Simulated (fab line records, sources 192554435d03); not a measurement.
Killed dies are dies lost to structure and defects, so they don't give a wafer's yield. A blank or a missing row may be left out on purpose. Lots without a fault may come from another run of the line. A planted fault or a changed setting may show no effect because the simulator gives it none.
Which tool did it? | flow n5_finfet | 24 lots, 72 wafers sampled, at 6 steps of a route of 1938

WHAT THE GAUGES READ, wafer by wafer
N5_DUMMY_REMOVAL_INSPECT_06: inspects for defects (brightfield). Usual: raw_defect_count 13, standard deviation 5.6.
lot  | measured    | on                | raw_defect_count | flag
L074 | day 3 22:24 | defect_inspect-01 | 10 17 14         |
L075 | day 4 06:52 | defect_inspect-01 | 13 15 11         |
L076 | day 4 15:11 | defect_inspect-01 | 11 12 11         |
L077 | day 4 21:55 | defect_inspect-01 | 14 23 12         |
L078 | day 4 22:55 | defect_inspect-01 | 8 4 7            |
L079 | day 5 05:44 | defect_inspect-01 | 12 8 9           |
L080 | day 5 11:17 | defect_inspect-01 | 13 12 15         |
L081 | day 5 20:52 | defect_inspect-01 | 24 9 17          |
L082 | day 6 03:08 | defect_inspect-02 | 13 10 11         |
L083 | day 6 09:32 | defect_inspect-02 | 11 28 27         |
L084 | day 6 12:49 | defect_inspect-02 | 12 8 18          |
L085 | day 6 20:25 | defect_inspect-01 | 7 5 14           |
L086 | day 6 23:34 | defect_inspect-02 | 27 15 12         |
L087 | day 7 06:43 | defect_inspect-01 | 21 12 21         |
L088 | day 7 11:32 | defect_inspect-01 | 15 6 13          |
L089 | day 7 16:06 | defect_inspect-02 | 23 8 23          |
L090 | day 7 22:47 | defect_inspect-02 | 16 6 16          |
L091 | day 8 03:22 | defect_inspect-02 | 16 5 7           |
L092 | day 8 10:37 | defect_inspect-02 | 9 12 11          |
L093 | day 8 16:22 | defect_inspect-01 | 14 15 17         |
L094 | day 9 00:50 | defect_inspect-02 | 12 13 10         |
L095 | day 9 03:28 | defect_inspect-02 | 8 14 9           |
L096 | day 9 09:47 | defect_inspect-01 | 9 9 17           |
L097 | day 9 14:59 | defect_inspect-01 | 11 20 9          |

N5_GATE_CUT_CD_MEAS_13: target cd 20 nm. Usual: cd_nm 20.01 nm, standard deviation 0.26.
lot  | measured     | on        | cd_nm (nm)        | flag
L074 | day 4 11:43  | cd_sem-01 | 20.00 19.42 19.64 |
L075 | day 4 21:01  | cd_sem-02 | 19.59 19.44 19.83 |
L076 | day 5 04:38  | cd_sem-01 | 20.09 19.79 19.74 |
L077 | day 5 11:35  | cd_sem-03 | 20.17 19.95 20.18 |
L078 | day 5 12:59  | cd_sem-03 | 20.27 20.13 20.35 |
L079 | day 5 19:05  | cd_sem-01 | 19.85 20.42 19.95 |
L080 | day 6 00:49  | cd_sem-02 | 19.45 19.99 19.80 |
L081 | day 6 10:07  | cd_sem-01 | 19.84 19.62 19.97 |
L082 | day 6 16:20  | cd_sem-03 | 20.27 20.08 20.56 |
L083 | day 6 23:25  | cd_sem-02 | 20.19 20.39 20.41 |
L084 | day 7 01:49  | cd_sem-02 | 20.23 19.87 20.10 |
L085 | day 7 10:05  | cd_sem-03 | 20.01 19.30 19.94 |
L086 | day 7 12:36  | cd_sem-01 | 19.58 20.17 20.36 |
L087 | day 7 20:36  | cd_sem-03 | 19.79 19.92 19.97 |
L088 | day 8 01:35  | cd_sem-01 | 19.88 20.16 20.08 |
L089 | day 8 05:04  | cd_sem-02 | 20.27 20.26 20.43 |
L090 | day 8 11:42  | cd_sem-03 | 20.39 19.76 20.09 |
L091 | day 8 17:20  | cd_sem-02 | 20.20 19.70 19.84 |
L092 | day 8 23:40  | cd_sem-03 | 20.38 19.86 20.22 |
L093 | day 9 05:12  | cd_sem-01 | 19.93 19.91 20.41 |
L094 | day 9 13:47  | cd_sem-02 | 20.11 20.28 19.86 |
L095 | day 9 16:32  | cd_sem-01 | 19.88 20.22 20.05 |
L096 | day 9 22:27  | cd_sem-02 | 20.05 19.52 19.81 |
L097 | day 10 03:46 | cd_sem-03 | 20.10 20.12 20.16 |

N5_GATE_CUT_INSPECT_15: inspects for defects (brightfield). Usual: raw_defect_count 125, standard deviation 35.
lot  | measured     | on                | raw_defect_count | flag
L074 | day 4 11:49  | defect_inspect-01 | 91 99 114        |
L075 | day 4 21:07  | defect_inspect-01 | 114 121 88       |
L076 | day 5 04:44  | defect_inspect-01 | 124 104 105      |
L077 | day 5 11:41  | defect_inspect-01 | 121 114 81       |
L078 | day 5 13:04  | defect_inspect-01 | 128 129 190      |
L079 | day 5 19:10  | defect_inspect-02 | 97 114 104       |
L080 | day 6 00:55  | defect_inspect-02 | 94 112 91        |
L081 | day 6 10:13  | defect_inspect-01 | 134 136 142      |
L082 | day 6 16:26  | defect_inspect-01 | 133 165 113      |
L083 | day 6 23:30  | defect_inspect-01 | 98 129 82        |
L084 | day 7 01:55  | defect_inspect-01 | 124 109 126      |
L085 | day 7 10:10  | defect_inspect-02 | 171 157 192      |
L086 | day 7 12:41  | defect_inspect-02 | 112 135 100      |
L087 | day 7 20:41  | defect_inspect-01 | 136 199 163      |
L088 | day 8 01:41  | defect_inspect-02 | 191 141 133      |
L089 | day 8 05:10  | defect_inspect-02 | 77 119 108       |
L090 | day 8 11:47  | defect_inspect-02 | 141 91 65        |
L091 | day 8 17:26  | defect_inspect-01 | 186 208 121      |
L092 | day 8 23:45  | defect_inspect-02 | 135 133 188      |
L093 | day 9 05:17  | defect_inspect-02 | 130 103 108      |
L094 | day 9 13:52  | defect_inspect-01 | 92 93 171        |
L095 | day 9 16:37  | defect_inspect-01 | 105 64 65        |
L096 | day 9 22:32  | defect_inspect-01 | 104 108 80       |
L097 | day 10 03:51 | defect_inspect-01 | 77 187 83        |

WHICH TOOL RAN EACH LOT (tool, then ch and the chambers of the sampled wafers, then the start)
lot  | N5_HKMG_FIN_ALD_75              | N5_HKMG_FIN_ALD_21                 | N5_GATE_CUT_HM_DEP_46
L074 | ald_hk-03 ch 1,2,3, day 3 23:25 | ald_metal-01 ch 0,2,3, day 4 06:46 | pecvd-02 ch 0,2, day 4 11:16
L075 | ald_hk-03 ch 1,3, day 4 07:56   | ald_metal-02 ch 0,2, day 4 15:53   | pecvd-03 ch 1,2, day 4 20:41
L076 | ald_hk-01 ch 1,2, day 4 16:08   | ald_metal-02 ch 2,3, day 4 23:20   | pecvd-02 ch 0,1,2, day 5 04:10
L077 | ald_hk-02 ch 0,1,3, day 4 22:52 | ald_metal-02 ch 0,2, day 5 06:29   | pecvd-03 ch 0,1, day 5 11:07
L078 | ald_hk-03 ch 0,2,3, day 4 23:56 | ald_metal-04 ch 0,1,2, day 5 07:12 | pecvd-02 ch 1,2, day 5 12:38
L079 | ald_hk-02 ch 1,2,3, day 5 06:45 | ald_metal-04 ch 0,3, day 5 14:14   | pecvd-02 ch 0,1,2, day 5 18:44
L080 | ald_hk-03 ch 0,1,2, day 5 12:08 | ald_metal-01 ch 0,1, day 5 19:49   | pecvd-03 ch 0,2, day 6 00:29
L081 | ald_hk-01 ch 1,2, day 5 21:49   | ald_metal-04 ch 1,2, day 6 04:53   | pecvd-03 ch 0,1,2, day 6 09:47
L082 | ald_hk-02 ch 0,2,3, day 6 04:14 | ald_metal-02 ch 0,1,2, day 6 11:23 | pecvd-02 ch 0,2, day 6 15:53
L083 | ald_hk-02 ch 0,3, day 6 10:45   | ald_metal-04 ch 0,1,3, day 6 18:06 | pecvd-02 ch 0,2, day 6 22:57
L084 | ald_hk-02 ch 2,3, day 6 13:41   | ald_metal-01 ch 0,1,3, day 6 20:47 | pecvd-02 ch 0,1,2, day 7 01:22
L085 | ald_hk-02 ch 0,2,3, day 6 21:16 | ald_metal-02 ch 0,2,3, day 7 04:39 | pecvd-03 ch 1,2, day 7 09:45
L086 | ald_hk-02 ch 1,2,3, day 7 00:27 | ald_metal-04 ch 0,1,3, day 7 07:33 | pecvd-03 ch 1,2, day 7 12:08
L087 | ald_hk-01 ch 0,1, day 7 07:43   | ald_metal-04 ch 1,3, day 7 15:37   | pecvd-02 ch 1,2, day 7 20:08
L088 | ald_hk-02 ch 0,2,3, day 7 12:23 | ald_metal-01 ch 1,2, day 7 19:44   | pecvd-02 ch 0,2, day 8 01:15
L089 | ald_hk-03 ch 0,1,2, day 7 16:56 | ald_metal-01 ch 1,2,3, day 8 00:07 | pecvd-04 ch 0,1, day 8 04:43
L090 | ald_hk-02 ch 1,3, day 7 23:37   | ald_metal-04 ch 0,1, day 8 06:49   | pecvd-04 ch 0,1, day 8 11:21
L091 | ald_hk-03 ch 1,2,3, day 8 04:26 | ald_metal-01 ch 1,3, day 8 11:32   | pecvd-04 ch 0,1, day 8 16:53
L092 | ald_hk-03 ch 0,1,3, day 8 11:28 | ald_metal-02 ch 1,3, day 8 18:41   | pecvd-03 ch 0,1, day 8 23:20
L093 | ald_hk-01 ch 0,1,3, day 8 17:11 | ald_metal-02 ch 1,2, day 9 00:20   | pecvd-04 ch 1,2, day 9 04:52
L094 | ald_hk-01 ch 0,1,3, day 9 01:43 | ald_metal-04 ch 1,3, day 9 08:52   | pecvd-03 ch 0,1, day 9 13:27
L095 | ald_hk-01 ch 0,2,3, day 9 04:22 | ald_metal-04 ch 0,1,2, day 9 11:35 | pecvd-03 ch 0,1,2, day 9 16:04
L096 | ald_hk-01 ch 0,2,3, day 9 10:37 | ald_metal-01 ch 1,2,3, day 9 17:38 | pecvd-03 ch 1,2, day 9 22:07
L097 | ald_hk-01 ch 1,2, day 9 15:50   | ald_metal-04 ch 0,1,2, day 9 22:49 | pecvd-02 ch 0,2, day 10 03:18
- N5_HKMG_FIN_ALD_75: deposits Al2O3, target thk 1 nm, co reactant pulse time 1 s.
- N5_HKMG_FIN_ALD_21: deposits TiN, target thk 1.5 nm, pulse time 1 s, purge time 3 s.
- N5_GATE_CUT_HM_DEP_46: deposits SiO2 from TEOS/O2, target thk 130 nm, time 26.6 s.

WHAT THE TOOLS THEMSELVES READ (means of the sampled wafers that have a number; where no wafer has one, the mark that the record gives instead)
N5_HKMG_FIN_ALD_75. Usual: heater_power_outer_w 81 W, standard deviation 6.8; heater_power_w 154 W, standard deviation 11; precursor_pulse_height_rel 0.999, standard deviation 0.021.
lot  | tool      | heater_power_outer_w (W) | heater_power_w (W) | precursor_pulse_height_rel | flag
L074 | ald_hk-03 | 83                       | 159                | 1.009                      |
L075 | ald_hk-03 | 84                       | 158                | 0.991                      |
L076 | ald_hk-01 | 80                       | 150                | 0.995                      |
L077 | ald_hk-02 | 78                       | 150                | 0.996                      |
L078 | ald_hk-03 | 81                       | 155                | 1.017                      |
L079 | ald_hk-02 | 78                       | 153                | 1.010                      |
L080 | ald_hk-03 | 89                       | 167                | 0.986                      |
L081 | ald_hk-01 | 81                       | 149                | 1.002                      |
L082 | ald_hk-02 | 80                       | 152                | 1.004                      |
L083 | ald_hk-02 | 79                       | 148                | 0.997                      |
L084 | ald_hk-02 | 80                       | 154                | 0.998                      |
L085 | ald_hk-02 | 80                       | 153                | 0.994                      |
L086 | ald_hk-02 | 79                       | 152                | 1.014                      |
L087 | ald_hk-01 | 85                       | 154                | 0.989                      |
L088 | ald_hk-02 | 80                       | 150                | 1.002                      |
L089 | ald_hk-03 | 90                       | 168                | 0.997                      |
L090 | ald_hk-02 | 78                       | 151                | 1.014                      |
L091 | ald_hk-03 | 83                       | 157                | 0.999                      |
L092 | ald_hk-03 | 82                       | 157                | 0.974                      |
L093 | ald_hk-01 | 84                       | 158                | 1.014                      |
L094 | ald_hk-01 | 85                       | 161                | 1.012                      |
L095 | ald_hk-01 | 81                       | 152                | 0.977                      |
L096 | ald_hk-01 | 80                       | 149                | 0.999                      |
L097 | ald_hk-01 | 85                       | 156                | 0.985                      |

N5_HKMG_FIN_ALD_21. Usual: heater_power_outer_w 530 W, standard deviation 56; heater_power_w 871 W, standard deviation 88; precursor_pulse_height_rel 1.001, standard deviation 0.019.
lot  | tool         | heater_power_outer_w (W) | heater_power_w (W) | precursor_pulse_height_rel | flag
L074 | ald_metal-01 | 519                      | 857                | 0.987                      |
L075 | ald_metal-02 | 606                      | 989                | 1.008                      |
L076 | ald_metal-02 | 545                      | 859                | 0.989                      |
L077 | ald_metal-02 | 605                      | 983                | 1.023                      |
L078 | ald_metal-04 | 525                      | 872                | 0.992                      |
L079 | ald_metal-04 | 581                      | 983                | 0.999                      |
L080 | ald_metal-01 | 500                      | 808                | 1.008                      |
L081 | ald_metal-04 | 469                      | 791                | 1.017                      |
L082 | ald_metal-02 | 560                      | 898                | 0.978                      |
L083 | ald_metal-04 | 545                      | 915                | 0.994                      |
L084 | ald_metal-01 | 531                      | 858                | 1.018                      |
L085 | ald_metal-02 | 570                      | 925                | 1.002                      |
L086 | ald_metal-04 | 538                      | 901                | 1.002                      |
L087 | ald_metal-04 | 494                      | 842                | 0.992                      |
L088 | ald_metal-01 | 462                      | 757                | 0.998                      |
L089 | ald_metal-01 | 498                      | 832                | 0.998                      |
L090 | ald_metal-04 | 521                      | 884                | 1.001                      |
L091 | ald_metal-01 | 553                      | 907                | 1.002                      |
L092 | ald_metal-02 | 544                      | 881                | 1.001                      |
L093 | ald_metal-02 | 523                      | 820                | 0.988                      |
L094 | ald_metal-04 | 511                      | 868                | 1.016                      |
L095 | ald_metal-04 | 522                      | 871                | 0.974                      |
L096 | ald_metal-01 | 498                      | 843                | 0.993                      |
L097 | ald_metal-04 | 517                      | 868                | 0.982                      |

N5_GATE_CUT_HM_DEP_46. Usual: heater_power_outer_w 321 W, standard deviation 59; heater_power_w 584 W, standard deviation 88; showerhead_plenum_p_Torr 8.34 Torr, standard deviation 0.044; throttle_valve_pct 18.5 %, standard deviation 1.
lot  | tool     | heater_power_outer_w (W) | heater_power_w (W) | showerhead_plenum_p_Torr (Torr) | throttle_valve_pct (%) | flag
L074 | pecvd-02 | 390                      | 672                | 8.32                            | 19.3                   |
L075 | pecvd-03 | 255                      | 516                | 8.34                            | 17.3                   |
L076 | pecvd-02 | 365                      | 654                | 8.35                            | 18.8                   |
L077 | pecvd-03 | 265                      | 504                | 8.34                            | 19.3                   |
L078 | pecvd-02 | 329                      | 619                | 8.34                            | 18.6                   |
L079 | pecvd-02 | 383                      | 684                | 8.33                            | 18.9                   |
L080 | pecvd-03 | 308                      | 547                | 8.34                            | 18.6                   |
L081 | pecvd-03 | 300                      | 562                | 8.33                            | 18.0                   |
L082 | pecvd-02 | 332                      | 644                | 8.30                            | 19.0                   |
L083 | pecvd-02 | 316                      | 621                | 8.30                            | 19.0                   |
L084 | pecvd-02 | 387                      | 673                | 8.34                            | 18.9                   |
L085 | pecvd-03 | 293                      | 552                | 8.35                            | 17.0                   |
L086 | pecvd-03 | 299                      | 560                | 8.35                            | 17.0                   |
L087 | pecvd-02 | 344                      | 642                | 8.35                            | 18.6                   |
L088 | pecvd-02 | 367                      | 688                | 8.29                            | 19.1                   |
L089 | pecvd-04 | 215                      | 398                | 8.36                            | 18.8                   |
L090 | pecvd-04 | 301                      | 547                | 8.37                            | 18.3                   |
L091 | pecvd-04 | 275                      | 478                | 8.35                            | 19.0                   |
L092 | pecvd-03 | 312                      | 563                | 8.33                            | 19.2                   |
L093 | pecvd-04 | 311                      | 569                | 8.35                            | 17.8                   |
L094 | pecvd-03 | 287                      | 548                | 8.33                            | 18.7                   |
L095 | pecvd-03 | 326                      | 586                | 8.34                            | 18.3                   |
L096 | pecvd-03 | 275                      | 535                | 8.34                            | 17.2                   |
L097 | pecvd-02 | 429                      | 732                | 8.34                            | 19.2                   |

THE ANSWER, worked out from the rows above alone
Rule: a lot is off if the mean of its wafers that have a number lies more than 3 standard deviations from the usual mean. A lot without any number at a reading at which 4 lots or more have one is off too. The other lots that the step has rows for count as sound. The gauges are gone through in route order, then the tools' own readings, and for those a lot's mean is taken as printed above. The first step at which some lot is off is used, and at that step the reading that is off furthest; a lot without a number counts as furthest.
No lot is off at any reading shown: from this, nothing can be told.

WHAT THE SIMULATOR HAD PUT IN
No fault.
